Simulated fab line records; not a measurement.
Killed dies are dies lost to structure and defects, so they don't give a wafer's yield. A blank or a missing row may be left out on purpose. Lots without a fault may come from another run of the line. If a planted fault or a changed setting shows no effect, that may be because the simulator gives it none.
fab line records	flow n5-finfet
record: lots: 24	wafers: 72	last-day: 17
route steps=1938 shown BEOL_M0@716 BEOL_M1@801
lots with no fault: from the same line, run without faults
start-h: hours from the record's opening day to when the first of the lot's shown wafers began	wait-h: time in hours since the lot's previous step	" unchanged from the row above	L1.1+2: a single row standing in for several wafers	- either no value or no given start	* or withheld: withheld	< > ~ a bound
route shown NAME@n: NAME is a module with steps in the file, n the number in the route of the first one	usual: mean/standard deviation taken from wafers without a fault	same: alike in all rows	chamber/n: place in a boat	sites: each site's reading	_std_site: how widely they spread, as a standard deviation	_edge_site: outer sites' mean less inner sites'	radius-mm: how far each site lies from the wafer's centre	mask NAME#n: copy n	behind: the tool/chamber that last shaped the wafer	hold: what put the lot on hold/how long, in hours/how the hold closed	device: whichever transistor did not switch (one of n, p or np)	end of line: the same wafers' tests at the end of the route	a step given without rows: its recipe and nothing more	killed: the dies lost at the first sort to structure and to defects; this is not the yield of the wafer	map: the dies of a wafer, with x for killed, . for not killed, _ for no die there
set.NAME: the setting the step ran with; set.NAME@STEP: the setting that earlier step ran with	model.NAME: the simulator's own value behind a step, which no gauge read
route steps across a sampled set of lots; one table per step, one row per wafer
services: the hour from which a tool's chamber was out of use, counted from the record's first day as start-h (under 0 if before that day), plus the number of hours and why
== steps ==
step: N5_BEOL_M0_HM_OPEN_105
recipe: chemistry: Cl2/BCl3	target-depth-a: 120	target: TiN	ion-energy-ev: 150	pressure-mtorr: 10	icp-w: 1000	bias-w: 126	Cl2_flow_sccm: 53.25	bcl3-flow-sccm: 21.75	Ar_flow_sccm: 25
usual: drypump-motor-current-A: 5.8/0.58	oes-product-au: 0.69/0.083	throttle-valve-pct: 22.09/0.2
lot.wafer	tool	chamber	start-h	wait-h	drypump-motor-current-A	oes-product-au	rf-hours-counter-h	throttle-valve-pct
L074.2	rie-metal-01	0	113.56	0.1	5.9	0.59	125	21.95
L074.3	"	1	"	"	5.5	0.79	-	21.85
L074.5	"	1	"	"	5.5	0.79	-	21.87
L075.1	rie-metal-03	0	126.27	1.8	6.6	0.71	75	22.02
L075.3	"	0	"	"	6.6	0.72	-	22.03
L075.5	"	1	"	"	4.8	0.63	-	22.17
L076.1	rie-metal-01	0	132.43	4.5	5.9	0.59	126	21.96
L076.4	"	0	"	"	5.9	0.59	-	21.96
L076.6	"	0	"	"	5.9	0.59	-	21.97
L077.2	rie-metal-02	1	132.86	1.8	6.3	0.67	87	22.43
L077.5	"	1	"	"	6.3	0.68	-	22.44
L077.6	"	0	"	"	5.9	0.66	-	22.19
L078.1	rie-metal-01	0	134.30	0.1	5.9	0.59	127	21.96
L078.2	"	1	"	"	5.5	0.79	34	21.86
L078.4	"	0	"	"	5.9	0.59	-	21.97
L079.1	rie-metal-03	1	139.86	0.1	4.8	0.63	109	22.17
L079.2	"	0	"	"	6.7	0.71	77	22.03
L079.5	"	0	"	"	6.7	0.71	-	22.03
L080.2	rie-metal-01	0	154.33	2.6	5.9	0.59	128	21.94
L080.3	"	1	"	"	5.5	0.78	-	21.87
L080.4	"	0	"	"	5.9	0.59	-	21.96
L081.2	rie-metal-02	1	155.17	0.1	6.3	0.67	89	22.44
L081.4	"	0	"	"	5.9	0.67	-	22.19
L081.5	"	0	"	"	5.9	0.66	-	22.19
L082.1	rie-metal-02	1	163.02	1.3	6.2	0.67	89	22.43
L082.3	"	0	"	"	5.9	0.67	-	22.17
L082.6	"	0	"	"	5.9	0.67	-	22.18
L083.1	rie-metal-03	1	174.75	0.1	4.8	0.62	112	22.16
L083.2	"	0	"	"	6.7	0.69	80	22.05
L083.3	"	0	"	"	6.6	0.70	-	22.06
L084.2	rie-metal-03	1	177.60	0.3	4.8	0.63	112	22.16
L084.5	"	0	"	"	6.6	0.71	-	22.03
L084.6	"	1	"	"	4.8	0.62	-	22.17
L085.1	rie-metal-01	0	181.48	0.4	5.9	0.59	131	21.98
L085.4	"	1	"	"	5.5	0.77	-	21.88
L085.5	"	1	"	"	5.5	0.77	-	21.89
L086.2	rie-metal-03	1	193.51	1.0	4.8	0.62	114	22.18
L086.4	"	0	"	"	6.6	0.70	-	22.05
L086.6	"	1	"	"	4.8	0.62	-	22.19
L087.1	rie-metal-03	0	197.17	1.9	6.6	0.70	81	22.03
L087.3	"	0	"	"	6.6	0.70	-	22.04
L087.5	"	1	"	"	4.8	0.62	-	22.18
L088.1	rie-metal-01	1	205.07	0.1	5.5	0.77	41	21.89
L088.2	"	0	"	"	5.9	0.59	133	21.97
L088.4	"	1	"	"	5.5	0.77	-	21.90
L089.2	rie-metal-02	1	211.69	2.9	6.2	0.66	93	22.45
L089.3	"	1	"	"	6.2	0.66	-	22.45
L089.5	"	1	"	"	6.2	0.65	-	22.46
L090.2	rie-metal-02	0	216.80	0.9	5.9	0.65	91	22.21
L090.3	"	1	"	"	6.3	0.65	-	22.48
L090.4	"	0	"	"	5.9	0.66	-	22.20
L091.3	rie-metal-01	1	222.34	2.2	5.5	0.75	-	21.89
L091.4	"	1	"	"	5.5	0.75	-	21.90
L091.6	"	1	"	"	5.5	0.76	-	21.88
L092.1	rie-metal-02	1	223.69	1.0	6.3	0.66	94	22.47
L092.2	"	0	"	"	5.9	0.65	91	22.23
L092.5	"	1	"	"	6.3	0.66	-	22.47
L093.4	rie-metal-03	0	225.03	0.1	6.7	0.69	-	22.05
L093.5	"	0	"	"	6.7	0.69	-	22.06
L093.6	"	1	"	"	4.8	0.61	-	22.20
L094.2	rie-metal-03	1	238.96	2.3	4.8	0.62	117	22.20
L094.3	"	1	"	"	4.8	0.61	-	22.21
L094.4	"	0	"	"	6.6	0.69	-	22.06
L095.1	rie-metal-01	1	242.20	1.4	5.5	0.75	45	21.90
L095.4	"	0	"	"	5.9	0.98	-	21.68
L095.5	"	1	"	"	5.5	0.76	-	21.90
L096.1	rie-metal-02	0	248.89	1.1	5.9	0.64	93	22.23
L096.2	"	1	"	"	6.3	0.66	96	22.47
L096.6	"	1	"	"	6.3	0.66	-	22.47
L097.1	rie-metal-01	0	254.15	0.1	5.9	0.97	2	21.68
L097.3	"	0	"	"	5.9	0.97	-	21.69
L097.5	"	1	"	"	5.5	0.75	-	21.88
step: N5_BEOL_M0_TRENCH_ETCH_107
recipe: chemistry: C4F6/O2	target-depth-a: 328	target: SiOC	time-s: 16.4	ion-energy-ev: 250	pressure-mtorr: 30	source-w: 355	bias-w: 185	Ar_flow_sccm: 300	C4F6_flow_sccm: 10	O2_flow_sccm: 10
usual: O2_flow_sccm: 10.00/0.031	drypump-motor-current-A: 5.5/0.49	oes-product-au: 0.79/0.079	rf-vpp-V: 666/8.8	showerhead-plenum-p-Torr: 2.85/0.093	throttle-valve-pct: 20.88/0.24
lot.wafer	tool	chamber	start-h	wait-h	O2_flow_sccm	drypump-motor-current-A	oes-product-au	rf-hours-counter-h	rf-vpp-V	showerhead-plenum-p-Torr	throttle-valve-pct
L074.2	rie-diel-03	3	114.15	0.0	10.02	5.8	0.66	249	672	2.91	21.12
L074.3	"	2	"	"	10.01	5.8	0.72	185	669	2.73	21.08
L074.5	"	2	"	"	9.98	5.8	0.71	-	669	2.73	21.05
L075.1	rie-diel-01	2	126.62	0.0	10.01	5.1	0.80	92	658	3.00	21.22
L075.3	"	3	"	"	9.97	6.5	0.89	30	676	3.01	20.50
L075.5	"	2	"	"	9.98	5.2	0.80	-	657	3.00	21.21
L076.1	rie-diel-06	0	132.83	0.0	9.98	5.1	0.74	177	653	2.94	21.06
L076.4	"	3	"	"	9.97	4.9	0.83	63	674	2.76	20.44
L076.6	"	1	"	"	9.99	5.4	0.80	-	677	2.89	20.91
L077.2	rie-diel-06	0	133.22	0.0	9.99	5.0	0.74	177	650	2.94	21.05
L077.5	"	3	"	"	10.05	4.9	0.84	-	675	2.76	20.45
L077.6	"	2	"	"	10.00	5.2	0.83	-	674	2.75	20.87
L078.1	rie-diel-06	2	134.66	0.0	9.95	5.2	0.83	95	673	2.75	20.89
L078.2	"	3	"	"	9.98	4.9	0.83	63	675	2.76	20.43
L078.4	"	0	"	"	9.97	5.0	0.73	177	650	2.94	21.05
L079.1	rie-diel-06	2	140.30	0.0	9.95	5.3	0.82	97	673	2.75	20.90
L079.2	"	0	"	"	9.99	5.0	0.74	179	651	2.94	21.07
L079.5	"	3	"	"	10.01	4.9	0.83	-	673	2.76	20.43
L080.2	rie-diel-06	2	155.04	0.0	9.96	5.2	0.81	103	673	2.75	20.90
L080.3	"	0	"	"	9.99	5.0	0.74	184	649	2.93	21.07
L080.4	"	1	"	"	10.11	5.4	0.80	95	677	2.89	20.92
L081.2	rie-diel-03	1	156.03	0.0	9.99	4.8	0.80	92	664	2.78	20.56
L081.4	"	2	"	"	10.01	5.8	0.71	202	669	2.73	21.08
L081.5	"	3	"	"	10.04	5.8	0.96	-	671	2.90	20.78
L082.1	rie-diel-06	2	163.38	0.0	10.02	5.2	0.81	105	674	2.75	20.90
L082.3	"	0	"	"	10.01	5.1	0.73	187	651	2.93	21.06
L082.6	"	3	"	"	10.02	4.9	0.82	-	674	2.75	20.45
L083.1	rie-diel-03	1	175.63	0.0	10.01	4.8	0.80	99	665	2.78	20.59
L083.2	"	2	"	"	9.97	5.8	0.70	208	668	2.72	21.09
L083.3	"	0	"	"	10.03	6.3	0.71	223	669	2.92	21.04
L084.2	rie-diel-03	0	177.97	0.0	10.02	6.3	0.71	224	668	2.92	21.03
L084.5	"	0	"	"	10.02	6.3	0.70	-	669	2.92	21.05
L084.6	"	3	"	"	9.96	5.8	0.95	-	671	2.90	20.81
L085.1	rie-diel-01	3	182.29	0.0	10.05	6.5	0.87	52	675	3.00	20.51
L085.4	"	1	"	"	10.01	5.8	0.96	8	650	2.79	20.64
L085.5	"	2	"	"	10.00	5.1	0.78	-	658	2.99	21.23
L086.2	rie-diel-01	1	194.15	0.0	9.94	5.7	0.93	12	651	2.79	20.65
L086.4	"	0	"	"	9.95	5.7	0.71	216	667	2.80	21.00
L086.6	"	2	"	"	9.96	5.1	0.77	-	658	2.99	21.24
L087.1	rie-diel-03	1	198.50	0.0	9.93	4.8	0.78	107	664	2.77	20.59
L087.3	"	2	"	"	9.94	5.8	0.70	217	666	2.72	21.11
L087.5	"	2	"	"	9.99	5.8	0.70	-	668	2.72	21.11
L088.1	rie-diel-01	0	205.98	0.0	10.02	5.7	0.72	221	668	2.80	20.99
L088.2	"	1	"	"	10.00	5.7	0.92	16	651	2.79	20.67
L088.4	"	3	"	"	10.04	6.5	0.86	60	675	2.99	20.53
L089.2	rie-diel-01	3	212.24	0.0	10.00	6.5	0.85	63	676	2.99	20.54
L089.3	"	0	"	"	9.97	5.6	0.71	223	667	2.79	21.01
L089.5	"	2	"	"	9.99	5.2	0.76	-	656	2.99	21.25
L090.2	rie-diel-01	0	217.15	0.0	10.01	5.6	0.71	225	667	2.79	20.98
L090.3	"	2	"	"	10.00	5.2	0.77	125	658	2.99	21.24
L090.4	"	1	"	"	9.98	5.7	0.90	19	649	2.79	20.65
L091.3	rie-diel-06	0	222.79	0.0	10.02	5.0	0.72	200	651	2.93	21.07
L091.4	"	3	"	"	10.03	4.9	0.80	94	674	2.74	20.49
L091.6	"	2	"	"	10.00	5.2	0.79	-	673	2.74	20.93
L092.1	rie-diel-03	2	224.13	0.0	9.98	5.7	0.69	228	668	2.71	21.11
L092.2	"	3	"	"	10.00	5.8	0.90	32	670	2.89	20.83
L092.5	"	2	"	"	10.03	5.8	0.70	-	669	2.72	21.12
L093.4	rie-diel-03	0	225.51	0.0	9.96	6.3	0.70	-	667	2.91	21.06
L093.5	"	2	"	"	9.99	5.7	0.70	-	668	2.71	21.14
L093.6	"	3	"	"	10.03	5.8	0.89	-	671	2.89	20.83
L094.2	rie-diel-03	1	239.32	0.0	9.96	4.9	0.78	115	664	2.77	20.61
L094.3	"	0	"	"	10.01	6.3	0.69	238	669	2.91	21.05
L094.4	"	3	"	"	9.99	5.8	0.89	37	670	2.89	20.83
L095.1	rie-diel-01	2	242.55	0.0	10.00	5.1	0.77	135	658	2.98	21.27
L095.4	"	3	"	"	10.01	6.5	0.84	74	676	2.99	20.55
L095.5	"	0	"	"	9.98	5.7	0.71	-	667	2.79	21.00
L096.1	rie-diel-03	1	251.40	0.0	10.05	4.8	0.78	120	663	2.77	20.62
L096.2	"	2	"	"	9.97	5.7	0.68	237	668	2.71	21.13
L096.6	"	3	"	"	10.01	5.8	0.87	-	671	2.89	20.83
L097.1	rie-diel-01	2	254.71	0.0	10.00	5.1	0.75	138	656	2.98	21.27
L097.3	"	3	"	"	9.98	6.5	0.82	77	674	2.98	20.55
L097.5	"	0	"	"	9.98	5.6	0.70	-	668	2.79	21.01
step: N5_BEOL_M0_SPUTTER_141
recipe: material: Cu	target-thk-a: 40	temp-c: -20	chamber-pressure-pa: 0.07	power-w: withheld	time-s: 7.37
usual: throttle-valve-pct: 30.5/0.86
lot.wafer	tool	chamber	start-h	wait-h	throttle-valve-pct
L074.2	pvd-sputter-02	-	116.32	0.0	31.5
L074.3	"	-	"	"	30.8
L074.5	"	-	"	"	29.7
L075.1	pvd-sputter-03	-	128.04	0.0	30.0
L075.3	"	-	"	"	29.5
L075.5	"	-	"	"	31.5
L076.1	pvd-sputter-01	-	135.03	0.0	30.1
L076.4	"	-	"	"	31.4
L076.6	"	-	"	"	31.7
L077.2	pvd-sputter-02	-	135.29	0.0	31.5
L077.5	"	-	"	"	31.3
L077.6	"	-	"	"	29.5
L078.1	pvd-sputter-02	-	138.35	0.0	30.5
L078.2	"	-	"	"	29.5
L078.4	"	-	"	"	31.7
L079.1	pvd-sputter-02	-	142.95	0.0	31.5
L079.2	"	-	"	"	29.3
L079.5	"	-	"	"	29.5
L080.2	pvd-sputter-03	-	157.21	0.0	29.9
L080.3	"	-	"	"	31.5
L080.4	"	-	"	"	29.6
L081.2	pvd-sputter-03	-	157.91	0.0	29.7
L081.4	"	-	"	"	31.3
L081.5	"	-	"	"	31.1
L082.1	pvd-sputter-01	-	165.32	0.0	30.1
L082.3	"	-	"	"	30.4
L082.6	"	-	"	"	31.1
L083.1	pvd-sputter-01	-	177.31	0.0	32.0
L083.2	"	-	"	"	30.3
L083.3	"	-	"	"	30.2
L084.2	pvd-sputter-01	-	179.85	0.0	30.0
L084.5	"	-	"	"	32.0
L084.6	"	-	"	"	30.1
L085.1	pvd-sputter-03	-	185.91	0.0	31.4
L085.4	"	-	"	"	29.6
L085.5	"	-	"	"	31.3
L086.2	pvd-sputter-01	-	197.77	0.0	30.1
L086.4	"	-	"	"	31.9
L086.6	"	-	"	"	30.5
L087.1	pvd-sputter-01	-	202.27	0.0	30.3
L087.3	"	-	"	"	31.4
L087.5	"	-	"	"	30.2
L088.1	pvd-sputter-03	-	208.29	0.0	31.4
L088.2	"	-	"	"	29.8
L088.4	"	-	"	"	29.7
L089.2	pvd-sputter-02	-	215.37	0.0	29.5
L089.3	"	-	"	"	31.0
L089.5	"	-	"	"	31.8
L090.2	pvd-sputter-02	-	219.37	0.0	31.5
L090.3	"	-	"	"	29.6
L090.4	"	-	"	"	29.7
L091.3	pvd-sputter-01	-	225.01	0.0	32.1
L091.4	"	-	"	"	30.5
L091.6	"	-	"	"	31.3
L092.1	pvd-sputter-03	-	225.66	0.0	29.6
L092.2	"	-	"	"	31.4
L092.5	"	-	"	"	31.3
L093.4	pvd-sputter-02	-	227.17	0.0	29.6
L093.5	"	-	"	"	31.2
L093.6	"	-	"	"	29.7
L094.2	pvd-sputter-01	-	241.02	0.0	31.8
L094.3	"	-	"	"	30.4
L094.4	"	-	"	"	30.0
L095.1	pvd-sputter-02	-	244.48	0.0	30.6
L095.4	"	-	"	"	29.5
L095.5	"	-	"	"	30.3
L096.1	pvd-sputter-01	-	254.29	0.0	30.3
L096.2	"	-	"	"	30.4
L096.6	"	-	"	"	31.4
L097.1	pvd-sputter-02	-	256.57	0.0	31.4
L097.3	"	-	"	"	30.7
L097.5	"	-	"	"	29.7
step: N5_BEOL_M0_CO_CAP_123
recipe: material: Co	target-thk-a: 20	temp-c: 200	precursor: CCTBA/H2	pressure-torr: 30	time-s: 102.1
usual: heater-power-w: 228/15
lot.wafer	tool	chamber	start-h	wait-h	heater-power-w
L074.2	cvd-co-01	0	117.23	0.0	240
L074.3	"	1	"	"	245
L074.5	"	1	"	"	244
L075.1	cvd-co-01	2	129.70	0.0	225
L075.3	"	1	"	"	237
L075.5	"	2	"	"	222
L076.1	cvd-co-01	2	136.45	0.0	218
L076.4	"	0	"	"	248
L076.6	"	1	"	"	235
L077.2	cvd-co-02	0	136.76	0.0	234
L077.5	"	0	"	"	239
L077.6	"	2	"	"	201
L078.1	cvd-co-01	2	139.21	0.0	221
L078.2	"	0	"	"	242
L078.4	"	2	"	"	228
L079.1	cvd-co-02	2	143.99	0.0	202
L079.2	"	0	"	"	238
L079.5	"	2	"	"	202
L080.2	cvd-co-01	1	158.08	0.0	243
L080.3	"	2	"	"	225
L080.4	"	2	"	"	224
L081.2	cvd-co-01	1	158.77	0.0	243
L081.4	"	0	"	"	238
L081.5	"	1	"	"	244
L082.1	cvd-co-01	1	166.46	0.0	241
L082.3	"	0	"	"	245
L082.6	"	1	"	"	238
L083.1	cvd-co-02	1	178.17	0.0	218
L083.2	"	0	"	"	235
L083.3	"	2	"	"	204
L084.2	cvd-co-02	0	180.71	0.0	239
L084.5	"	2	"	"	207
L084.6	"	1	"	"	212
L085.1	cvd-co-02	1	186.78	0.0	217
L085.4	"	2	"	"	211
L085.5	"	0	"	"	243
L086.2	cvd-co-01	0	198.81	0.0	241
L086.4	"	1	"	"	241
L086.6	"	0	"	"	241
L087.1	cvd-co-01	0	203.14	0.0	241
L087.3	"	2	"	"	224
L087.5	"	1	"	"	243
L088.1	cvd-co-01	0	209.15	0.0	236
L088.2	"	2	"	"	231
L088.4	"	2	"	"	223
L089.2	cvd-co-02	0	216.29	0.0	240
L089.3	"	2	"	"	199
L089.5	"	0	"	"	248
L090.2	cvd-co-01	2	220.34	0.0	228
L090.3	"	0	"	"	241
L090.4	"	1	"	"	247
L091.3	cvd-co-01	1	226.74	0.0	241
L091.4	"	0	"	"	246
L091.6	"	2	"	"	225
L092.1	cvd-co-02	1	227.00	0.0	220
L092.2	"	0	"	"	236
L092.5	"	2	"	"	205
L093.4	cvd-co-02	0	228.07	0.0	244
L093.5	"	2	"	"	204
L093.6	"	1	"	"	211
L094.2	cvd-co-02	0	241.93	0.0	244
L094.3	"	2	"	"	202
L094.4	"	0	"	"	239
L095.1	cvd-co-01	2	245.71	0.0	228
L095.4	"	0	"	"	241
L095.5	"	2	"	"	226
L096.1	cvd-co-02	1	255.15	0.0	213
L096.2	"	0	"	"	247
L096.6	"	2	"	"	195
L097.1	cvd-co-02	1	257.48	0.0	215
L097.3	"	2	"	"	207
L097.5	"	2	"	"	203
step: N5_BEOL_M1_ETCH_41
recipe: chemistry: CH3F/O2	target: SiCN	target-depth-a: 319	taper-deg: 2	time-s: 57.8	ion-energy-ev: 120	mask-material: TiN	pressure-mtorr: 30	source-w: 395	bias-w: 75	Ar_flow_sccm: 150	CH3F_flow_sccm: 30	O2_flow_sccm: 20
usual: O2_flow_sccm: 20.01/0.056	drypump-motor-current-A: 5.8/0.39	oes-product-au: 0.75/0.065	rf-vpp-V: 297.0/1.3	showerhead-plenum-p-Torr: 1.99/0.052	throttle-valve-pct: 16.41/0.18
lot.wafer	tool	chamber	start-h	wait-h	O2_flow_sccm	drypump-motor-current-A	oes-product-au	rf-hours-counter-h	rf-vpp-V	showerhead-plenum-p-Torr	throttle-valve-pct
L074.2	rie-diel-04	0	-	-	19.91	5.2	0.73	176	294.9	1.91	16.45
L074.3	"	3	"	"	19.99	5.3	0.71	231	296.5	1.98	16.17
L074.5	"	2	"	"	20.02	6.2	0.75	-	297.3	2.01	16.62
L075.1	rie-diel-02	0	-	-	20.07	5.8	0.75	192	297.3	1.99	16.51
L075.3	"	2	"	"	19.98	6.3	0.74	156	299.4	2.08	16.42
L075.5	"	3	"	"	19.99	5.9	0.72	-	297.5	1.99	16.23
L076.1	rie-diel-04	1	-	-	20.00	5.2	0.89	26	297.8	2.05	16.28
L076.4	"	0	"	"	19.95	5.2	0.73	182	295.6	1.91	16.45
L076.6	"	2	"	"	19.95	6.2	0.75	-	296.5	2.01	16.61
L077.2	rie-diel-05	3	-	-	20.02	6.1	0.81	86	295.7	1.94	16.25
L077.5	"	2	"	"	20.05	5.3	0.72	-	298.6	2.08	16.23
L077.6	"	3	"	"	20.02	6.1	0.79	-	295.5	1.94	16.26
L078.1	rie-diel-02	1	-	-	19.98	6.1	0.79	100	295.8	1.94	16.58
L078.2	"	2	"	"	19.96	6.2	0.73	157	299.4	2.08	16.41
L078.4	"	0	"	"	19.97	5.7	0.74	193	298.4	1.99	16.52
L079.1	rie-diel-04	2	-	-	20.04	6.2	0.75	151	297.1	2.01	16.63
L079.2	"	3	"	"	19.91	5.3	0.70	239	297.0	1.98	16.21
L079.5	"	1	"	"	20.03	5.2	0.89	-	298.1	2.05	16.28
L081.2	rie-diel-02	2	-	-	19.90	6.3	0.74	165	298.7	2.07	16.43
L081.4	"	0	"	"	20.03	5.8	0.73	-	297.4	1.98	16.53
L081.5	"	1	"	"	19.92	6.0	0.77	-	296.3	1.93	16.60
L080.2	rie-diel-04	2	-	-	20.00	6.2	0.74	157	298.5	2.01	16.63
L080.3	"	1	"	"	20.07	5.2	0.87	34	298.7	2.05	16.30
L080.4	"	3	"	"	20.03	5.3	0.69	244	297.4	1.98	16.23
L082.1	rie-diel-04	0	-	-	19.91	5.2	0.72	189	295.3	1.91	16.47
L082.3	"	1	"	"	20.05	5.2	0.87	35	298.0	2.05	16.30
L082.6	"	3	"	"	20.07	5.3	0.69	-	295.5	1.98	16.22
L083.1	rie-diel-02	1	-	-	19.90	6.1	0.78	114	295.5	1.93	16.60
L083.2	"	2	"	"	20.03	6.3	0.73	171	298.7	2.07	16.44
L083.3	"	0	"	"	20.02	5.8	0.74	207	297.6	1.98	16.55
L084.2	rie-diel-04	3	-	-	19.98	5.3	0.69	251	296.5	1.98	16.22
L084.5	"	3	"	"	20.01	5.3	0.69	-	296.3	1.98	16.23
L084.6	"	1	"	"	19.99	5.2	0.87	-	297.4	2.05	16.31
L085.1	rie-diel-05	2	-	-	19.96	5.3	0.71	191	300.1	2.07	16.26
L085.4	"	1	"	"	19.91	6.3	0.68	229	298.3	2.06	16.36
L085.5	"	1	"	"	19.93	6.3	0.68	-	298.4	2.06	16.32
L086.2	rie-diel-02	0	-	-	19.97	5.8	0.72	213	296.1	1.98	16.55
L086.4	"	1	"	"	19.99	6.0	0.76	120	295.3	1.93	16.62
L086.6	"	1	"	"	19.98	6.0	0.77	-	295.7	1.93	16.62
L087.1	rie-diel-05	1	-	-	19.98	6.3	0.68	234	298.2	2.06	16.33
L087.3	"	0	"	"	20.06	6.1	0.83	75	297.0	2.02	16.39
L087.5	"	2	"	"	20.02	5.3	0.71	-	297.0	2.07	16.28
L088.1	rie-diel-02	2	-	-	20.04	6.3	0.71	181	298.8	2.07	16.45
L088.2	"	1	"	"	20.07	6.0	0.76	124	294.3	1.93	16.63
L088.4	"	3	"	"	20.06	5.8	0.71	234	296.5	1.98	16.26
L089.2	rie-diel-02	1	-	-	19.95	6.0	0.77	126	295.9	1.93	16.63
L089.3	"	3	"	"	19.95	5.8	0.71	235	296.6	1.98	16.27
L089.5	"	0	"	"	20.07	5.8	0.73	-	296.3	1.98	16.59
L090.2	rie-diel-02	0	-	-	19.98	5.7	0.73	221	297.0	1.98	16.59
L090.3	"	2	"	"	20.01	6.3	0.72	184	298.4	2.07	16.46
L090.4	"	3	"	"	19.98	5.8	0.70	237	296.5	1.98	16.27
L091.3	rie-diel-02	3	-	-	20.10	5.8	0.70	239	297.2	1.98	16.27
L091.4	"	0	"	"	20.04	5.8	0.71	223	296.7	1.98	16.59
L091.6	"	3	"	"	20.07	5.8	0.71	-	297.1	1.98	16.27
L092.1	rie-diel-04	0	-	-	19.99	5.2	0.71	210	294.9	1.90	16.50
L092.2	"	3	"	"	20.10	5.3	0.98	7	297.3	1.98	15.75
L092.5	"	0	"	"	20.00	5.2	0.70	-	294.4	1.90	16.51
L093.4	rie-diel-04	3	-	-	20.05	5.3	0.97	8	296.9	1.97	15.75
L093.5	"	0	"	"	20.03	5.2	0.71	-	295.4	1.90	16.51
L093.6	"	3	"	"	20.02	5.3	0.98	-	297.4	1.97	15.74
L094.2	rie-diel-02	3	-	-	19.99	5.9	0.69	242	297.5	1.98	16.26
L094.3	"	0	"	"	20.09	5.8	0.71	226	296.9	1.98	16.59
L094.4	"	2	"	"	19.98	6.3	0.71	189	299.3	2.07	16.46
L095.1	rie-diel-02	0	-	-	19.98	5.8	0.72	227	296.4	1.98	16.59
L095.4	"	2	"	"	19.84	6.3	0.71	190	299.2	2.07	16.46
L095.5	"	3	"	"	19.97	5.8	0.70	-	297.1	1.98	16.29
L096.1	rie-diel-02	3	-	-	20.05	5.8	0.69	246	296.4	1.98	16.29
L096.2	"	1	"	"	19.96	6.0	0.75	137	295.1	1.92	16.64
L096.6	"	3	"	"	20.08	5.9	0.69	-	296.1	1.98	16.28
L097.1	rie-diel-05	0	-	-	20.08	6.1	0.80	90	297.8	2.01	16.42
L097.3	"	2	"	"	20.10	5.3	0.69	210	298.7	2.06	16.32
L097.5	"	0	"	"	20.07	6.1	0.80	-	297.2	2.01	16.44
step: N5_BEOL_M1_SPUTTER_94
recipe: material: Cu	target-thk-a: 45	temp-c: -20	chamber-pressure-pa: 0.07	power-w: withheld	time-s: 8.29
usual: throttle-valve-pct: 30.5/0.85
lot.wafer	tool	chamber	start-h	wait-h	throttle-valve-pct
L074.2	pvd-sputter-03	-	125.09	0.1	29.5
L074.3	"	-	"	"	31.2
L074.5	"	-	"	"	31.3
L075.1	pvd-sputter-01	-	141.62	0.1	30.2
L075.3	"	-	"	"	30.4
L075.5	"	-	"	"	31.2
L076.1	pvd-sputter-03	-	144.37	0.1	29.8
L076.4	"	-	"	"	29.7
L076.6	"	-	"	"	29.5
L077.2	pvd-sputter-01	-	144.63	0.1	30.2
L077.5	"	-	"	"	30.6
L077.6	"	-	"	"	31.3
L078.1	pvd-sputter-02	-	144.83	0.1	29.8
L078.2	"	-	"	"	31.4
L078.4	"	-	"	"	30.7
L079.1	pvd-sputter-03	-	151.36	0.1	29.7
L079.2	"	-	"	"	29.7
L079.5	"	-	"	"	29.7
L081.2	pvd-sputter-02	-	166.64	0.1	31.5
L081.4	"	-	"	"	31.4
L081.5	"	-	"	"	29.6
L080.2	pvd-sputter-02	-	170.24	0.1	31.6
L080.3	"	-	"	"	29.7
L080.4	"	-	"	"	29.6
L082.1	pvd-sputter-02	-	175.77	0.1	29.6
L082.3	"	-	"	"	31.3
L082.6	"	-	"	"	29.4
L083.1	pvd-sputter-03	-	184.27	0.1	29.7
L083.2	"	-	"	"	29.9
L083.3	"	-	"	"	29.5
L084.2	pvd-sputter-01	-	188.82	0.1	30.0
L084.5	"	-	"	"	30.2
L084.6	"	-	"	"	31.7
L085.1	pvd-sputter-02	-	196.61	0.1	29.5
L085.4	"	-	"	"	31.3
L085.5	"	-	"	"	29.7
L086.2	pvd-sputter-01	-	203.93	0.1	32.0
L086.4	"	-	"	"	30.3
L086.6	"	-	"	"	30.3
L087.1	pvd-sputter-03	-	216.77	0.1	29.6
L087.3	"	-	"	"	29.6
L087.5	"	-	"	"	29.7
L088.1	pvd-sputter-03	-	219.81	0.1	29.5
L088.2	"	-	"	"	29.6
L088.4	"	-	"	"	29.6
L089.2	pvd-sputter-01	-	223.95	0.1	31.3
L089.3	"	-	"	"	30.5
L089.5	"	-	"	"	30.1
L090.2	pvd-sputter-01	-	227.48	0.1	31.4
L090.3	"	-	"	"	32.1
L090.4	"	-	"	"	30.0
L091.3	pvd-sputter-01	-	234.75	0.1	30.4
L091.4	"	-	"	"	32.0
L091.6	"	-	"	"	31.3
L092.1	pvd-sputter-03	-	237.14	0.1	29.6
L092.2	"	-	"	"	29.9
L092.5	"	-	"	"	31.4
L093.4	pvd-sputter-02	-	242.06	0.1	29.5
L093.5	"	-	"	"	30.7
L093.6	"	-	"	"	29.7
L094.2	pvd-sputter-02	-	249.14	0.1	30.0
L094.3	"	-	"	"	29.7
L094.4	"	-	"	"	31.2
L095.1	pvd-sputter-02	-	252.12	0.1	30.5
L095.4	"	-	"	"	31.5
L095.5	"	-	"	"	31.6
L096.1	pvd-sputter-02	-	264.27	0.1	29.7
L096.2	"	-	"	"	30.6
L096.6	"	-	"	"	30.6
L097.1	pvd-sputter-01	-	265.75	0.1	32.1
L097.3	"	-	"	"	31.4
L097.5	"	-	"	"	32.2
== services ==
tool	chamber	start-h	hours	kind
rie-diel-06	-	89.79	0.7	repair
cvd-co-01	0	97.68	18.5	repair
rie-diel-04	3	102.34	4.6	repair
rie-diel-02	2	104.30	10.3	repair
pvd-sputter-03	-	121.68	0.6	repair
pvd-sputter-02	-	124.42	3.5	repair
rie-metal-03	-	129.27	2.8	pm
rie-metal-02	0	136.10	2.2	repair
rie-diel-03	2	140.46	3.9	repair
rie-diel-02	3	143.02	4.5	repair
rie-diel-04	0	150.47	3.8	repair
rie-diel-02	3	155.23	9.1	repair
cvd-co-01	-	169.85	0.7	repair
cvd-co-02	-	170.89	1.5	repair
rie-diel-04	2	180.80	8.5	repair
rie-diel-03	0	187.82	10.9	repair
rie-diel-06	0	188.36	17.2	repair
rie-diel-03	1	213.27	14.2	repair
rie-diel-03	0	218.88	6.2	repair
cvd-co-02	-	219.85	1.3	repair
rie-diel-04	1	229.69	7.4	repair
cvd-co-01	1	239.62	15.0	repair
rie-diel-06	1	254.91	6.7	repair
rie-diel-06	3	258.08	2.7	repair
== key ==
fault none
